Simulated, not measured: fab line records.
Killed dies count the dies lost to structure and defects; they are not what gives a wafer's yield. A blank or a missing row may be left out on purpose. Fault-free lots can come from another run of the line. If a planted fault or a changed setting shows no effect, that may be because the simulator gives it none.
Matching of chambers -- flow nand harc -- NHARC_A_CHANNEL_FILL_D2_ETCHBACK_20 on rie diel-06: 4 sister chambers
The step etches the open film in C4F8/O2/Ar, target depth 27 nm, time 13.5 s. 4 wafers are shown with their chamber, then 12 later ones without.

WAFERS, EACH WITH ITS CHAMBER
wafer,chamber,rf vpp V (V)
L090.1,1,981
L091.4,0,976
L091.5,2,979
L091.6,3,973

WAFERS WHOSE CHAMBER IS MISSING
wafer,rf vpp V (V)
L093.2,972
L093.5,977
L093.6,980
L092.1,972
L092.3,977
L092.5,972
L094.2,972
L094.3,977
L094.5,981
L097.2,972
L097.3,977
L097.4,981

WHICH CHAMBER EACH WENT THROUGH
wafer,from the rows above,in truth
L093.2,3,3
L093.5,can't be placed: 0 or 2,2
L093.6,can't be placed: 1 or 2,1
L092.1,3,3
L092.3,can't be placed: 0 or 2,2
L092.5,3,3
L094.2,3,3
L094.3,can't be placed: 0 or 2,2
L094.5,1,1
L097.2,3,3
L097.3,can't be placed: 0 or 2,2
L097.4,1,1
Correct placement for 7 of the 12. Cannot be placed on the basis of these rows: 5; the candidates contain the true chamber in 5. Wrongly placed: 0.
How it was worked out, from the rows above alone: a wafer's distance from a chamber is the root of the sum, over the readings, of the square of ((its reading less the chamber's mean) divided by the reading's scatter). If the next closest chamber is less than 2 further off than the closest, the wafer can't be placed; otherwise it belongs to the closest. Each chamber's mean is taken over the wafers shown for it. The scatter: root of mean squared gap, hidden wafer to nearest shown wafer, with one shown wafer a chamber.
